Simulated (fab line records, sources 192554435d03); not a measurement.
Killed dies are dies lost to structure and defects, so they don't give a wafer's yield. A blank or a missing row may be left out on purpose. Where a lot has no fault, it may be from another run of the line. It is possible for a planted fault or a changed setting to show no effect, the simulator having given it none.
Code-filled problem report in 8D (eight disciplines) form ; flow n5 finfet ; the parts of the form that need people (team, actions taken, sign-off) are left out

1. WHAT IS WRONG
rf fwd power W at N5_BEOL_M6_ETCH_66 reads a mean of 1030.5 W on 1 wafer of 1 lot; wafers without a fault read 835.8 W with a standard deviation of 2.5. That is +78 standard deviations from the usual mean.
The step: etches SOC in N2/H2, target depth 80 nm, overetch 16 nm, time 120 s.
The first sign was on wafer L408.2 at day 12 03:08, on rie diel-05. The record holds 29 wafers of 11 lots with a number at this step. By rule, "out" or "out of limits" means more than 4 standard deviations away from the usual mean. Any other wafer with a number is counted as sound.

2. WHAT IT IS; WHAT IT IS NOT
question;is;is not
which readings at this step;rf fwd power W, rf vpp V;drypump motor current A, n2 flow sccm, oes product au, showerhead plenum p Torr, throttle valve pct
which lots;L408;L394, L395, L396, L397, L398, L400, L401, L403, L412, L414
which wafers of those lots;L408.2;L408.1, L408.4
read on which tools;rie diel-05;rie diel-01, rie diel-02
when;from day 12 03:08;"up to then (23 sound wafers); but 5 sound wafers of L412, L414 came after"

3. SUSPECTS, AND WHAT RULES EACH OUT
Counting: any tool at a process step up to the reading remains a suspect provided it ran every lot that is out. Sound lots after the first of them don't rule it out here, since some wafers of a struck lot are sound.
- rie diel-05 at N5_BEOL_M6_ETCH_66 (etches SOC in N2/H2, target depth 80 nm, overetch 16 nm, time 120 s): kept. It ran the lot that is out, L408 (day 12 03:08); its last sound lot up to then is L403 (day 10 13:04). Its own readings are out on those wafers: rf fwd power W, rf vpp V.
- At N5_BEOL_M6_ETCH_66, inside rie diel-05: chamber 3 took the wafers that are out, while their sound lot-mates went through chambers 0, 1.
Left after counting: rie diel-05 at N5_BEOL_M6_ETCH_66.

4. THE CAUSE (what the simulator had put in)
rie diel-05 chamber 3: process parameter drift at N5_BEOL_M6_ETCH_66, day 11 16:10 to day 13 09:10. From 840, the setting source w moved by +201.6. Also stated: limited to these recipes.
After counting, this tool was the only one left.

5. THE EFFECT CHAIN, in route order
One row per reading whose mean, taken over the struck wafers that have a number, lies over 3 standard deviations from the usual. Readings are gone through only where the record gives a usual standard deviation; hours: the median, over the lots, of the time from a lot's start at the first step in this table giving one to that lot's start at this step; sigmas: the change measured in usual standard deviations.
hours;step;reading;usual;on struck wafers;change;sigmas
0;N5_BEOL_M6_ETCH_66;rf fwd power W;835.8 W;1030.5;+194.7;+78
0;N5_BEOL_M6_ETCH_66;rf vpp V;524.3 V;487.1;-37.2;-19
Its process steps:
- N5_BEOL_M6_ETCH_66: etches SOC in N2/H2, target depth 80 nm, overetch 16 nm, time 120 s.

6. WHAT WOULD HAVE CAUGHT IT SOONER
In this record no reading fell out of limits until day 12 03:08, 11 hours after the fault had begun at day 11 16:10.
